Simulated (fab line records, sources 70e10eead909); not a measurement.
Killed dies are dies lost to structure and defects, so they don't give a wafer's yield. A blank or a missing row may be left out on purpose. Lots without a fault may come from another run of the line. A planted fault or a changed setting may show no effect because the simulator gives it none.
A struck lot beside a sound one | flow nand_harc | 42 steps out of a route of 1302
Sound: wafers L606.1, L606.5, L606.6. Struck: wafer L616.3. (L616.1, L616.4 of the same lot were not struck and are left out.) The cause comes at the end.
At each step with rows: each side's tool, then ch and its chambers, then its first start. Under that, the readings that differ: sound wafers | struck wafers | difference of the means | sigmas: that difference in standard deviations of wafers without a fault.
alike: readings whose means differ by less than 2 such deviations, and words and numbers that are the same on both sides. not compared: withheld readings, readings that some wafer has no value for, bounds like >300 that may hide the same value, and numbers for which the record gives no deviation and whose values overlap.
The two part at a step that has a row with sigmas, a row that says differs or no value, or rows on one side only. Numbers that don't overlap but have no deviation are shown without sigmas and don't part them. A reading that every wafer of one side lacks parts them only if that side has two wafers or more.

NHARC_A_CONTACT_ETCH_76: etches the open film in N2/H2, target depth 260 nm, time 475.3 s.
  sound on rie_diel-04 ch 0,1,2; struck on rie_diel-04 ch 1
  reading               | sound             | struck | difference | sigmas
  oes_product_au (a.u.) | 1.003 1.010 1.011 | 0.989  | -0.019     | -3
  alike: drypump_motor_current_A, h2_flow_sccm, rf_vpp_V, showerhead_plenum_p_Torr, throttle_valve_pct
  not compared: rf_hours_counter_h
then, 11 steps without rows for these wafers: NHARC_A_CONTACT_ETCH_77 (etches the open film in CF4/CHF3, target depth 108.9 nm, time 54.5 s); NHARC_A_CONTACT_ETCH_78 (etches the open film in O2/COS, target depth 5300 nm, time 1378 s); NHARC_A_CONTACT_ETCH_124 (etches the open film in C4F8/O2/Ar, time 140 s, target depth 700 nm); NHARC_A_CONTACT_ETCH_125 (etches the open film in C4F8/O2/Ar, time 197 s, target depth 1918 nm); NHARC_A_CONTACT_ETCH_126 (etches the open film in C4F8/O2/Ar, time 197 s, target depth 1918 nm); NHARC_A_CONTACT_ETCH_127 (etches the open film in C4F8/O2/Ar, time 197 s, target depth 1918 nm); NHARC_A_CONTACT_ETCH_128 (etches the open film in C4F8/O2/Ar, time 197 s, target depth 1918 nm); NHARC_A_CONTACT_ETCH_129 (etches the open film in C4F8/O2/Ar, time 197 s, target depth 1918 nm); NHARC_A_CONTACT_ETCH_130 (etches the open film in C4F8/O2/Ar, time 197 s, target depth 1918 nm); NHARC_A_CONTACT_ETCH_131 (etches the open film in C4F8/O2/Ar, time 197 s, target depth 1918 nm); NHARC_A_CONTACT_ETCH_132 (etches the open film in C4F8/O2/Ar, time 197 s, target depth 1924 nm).
NHARC_A_CONTACT_ETCH_133: etches the open film in C4F8/O2/Ar, time 374 s, target depth 1610 nm.
  sound on har_cap_etch-03 ch 0,1, day 22 17:39; struck on har_cap_etch-01 ch 0, day 26 10:07
  not compared: rf_hours_counter_h
NHARC_A_CONTACT_ETCH_91: etches the open film in CH3F/O2, target depth 40 nm, time 85.7 s.
  sound on rie_diel-12 ch 0,1,2, day 22 18:24; struck on rie_diel-12 ch 1, day 26 10:50
  alike: drypump_motor_current_A, oes_product_au, rf_vpp_V, showerhead_plenum_p_Torr, throttle_valve_pct
  not compared: rf_hours_counter_h
NHARC_A_CONTACT_ETCH_97: etches the open film in C4F6/O2, target depth 20 nm, time 10 s.
  sound on rie_diel-12 ch 1,2; struck on rie_diel-12 ch 1
  alike: drypump_motor_current_A, oes_product_au, rf_vpp_V, showerhead_plenum_p_Torr, throttle_valve_pct
  not compared: rf_hours_counter_h
NHARC_A_CONTACT_CD_MEAS_80:
  sound on cd_sem-01, day 22 18:35; struck on cd_sem-02, day 26 11:02
  alike: cd_nm
then, 18 steps without rows for these wafers: NHARC_A_CONTACT_STRIP_103 (strips in N2/H2); NHARC_A_CONTACT_STRIP_104 (strips in CF4/CHF3); NHARC_A_CONTACT_STRIP_105 (strips in O2/COS); NHARC_A_CONTACT_ETCH_106 (etches the open film in CF4/O2, target depth 90 nm, overetch 9 nm, time 49.5 s); NHARC_A_CONTACT_STRIP_82 (strips in O2); NHARC_A_CONTACT_STRIP_83 (strips in post etch residue remover, time 600 s); NHARC_A_CONTACT_DEP_84 (deposits aC, target thk 2800 nm); NHARC_A_CONTACT_DEP_85 (deposits SiON, target thk 60 nm); NHARC_A_CONTACT_DEHYDRATE_00 (time 120 s); NHARC_A_CONTACT_HMDS_01 (time 30 s); NHARC_A_CONTACT_COAT_86 (time 75 s); NHARC_A_CONTACT_COAT_87 (time 65 s); NHARC_A_CONTACT_COAT_02 (resist thk 90 nm); NHARC_A_CONTACT_SOFTBAKE_03 (time 55 s); NHARC_A_CONTACT_EBR_04; NHARC_A_CONTACT_EXPOSE_05 (exposes mask A CC); NHARC_A_CONTACT_PEB_06 (peb time 65 s); NHARC_A_CONTACT_DEVELOP_07 (develop time 35 s).
NHARC_A_CONTACT_CD_MEAS_08: target cd 200 nm.
  sound on cd_sem-02 ch 0, day 22 22:38; struck on cd_sem-03 ch 0, day 26 20:44
  reading    | sound             | struck | difference | sigmas
  cd_nm (nm) | 199.4 199.6 199.2 | 200.9  | +1.5       | +3
NHARC_A_CONTACT_OVL_MEAS_09:
  sound on overlay-01, day 22 22:43; struck on overlay-01, day 26 20:49
  alike: overlay_x_nm, overlay_y_nm
then, 3 steps without rows for these wafers: NHARC_A_CONTACT_DESCUM_13 (chemistry O2, time 3 s); NHARC_A_CONTACT_ETCH_88 (etches the open film in CF4, target depth 39 nm, time 65 s); NHARC_A_CONTACT_ETCH_89 (etches the open film in N2/H2, target depth 260 nm, time 475.3 s).
NHARC_A_CONTACT_ETCH_30: etches the open film in CF4/CHF3, target depth 72.6 nm, time 36.3 s.
  sound on rie_diel-04 ch 0,1; struck on rie_diel-12 ch 3
  alike: drypump_motor_current_A, oes_product_au, rf_vpp_V, showerhead_plenum_p_Torr, throttle_valve_pct
  not compared: rf_hours_counter_h
NHARC_A_CONTACT_ETCH_31: etches the open film in O2/COS, target depth 2800 nm, time 728 s.
  sound on rie_diel-04 ch 0,1,3; struck on rie_diel-12 ch 2
  alike: cos_flow_sccm, drypump_motor_current_A, oes_product_au, rf_vpp_V, showerhead_plenum_p_Torr, throttle_valve_pct
  not compared: rf_hours_counter_h
-- the record jumps here: 2 days lie between the struck wafers' starts before and after (it left off in module A_CONTACT and takes up again in module END, whose first step shown is number 1302 of the route) --
NHARC_END_SORT_01:
  the record has rows for the struck wafers here (prober-01 ch 0, day 28 22:11) and none for the sound ones

WHERE THEY PART
First at NHARC_A_CONTACT_ETCH_76; last, within this record, at NHARC_END_SORT_01.

WHY: what the simulator had put in
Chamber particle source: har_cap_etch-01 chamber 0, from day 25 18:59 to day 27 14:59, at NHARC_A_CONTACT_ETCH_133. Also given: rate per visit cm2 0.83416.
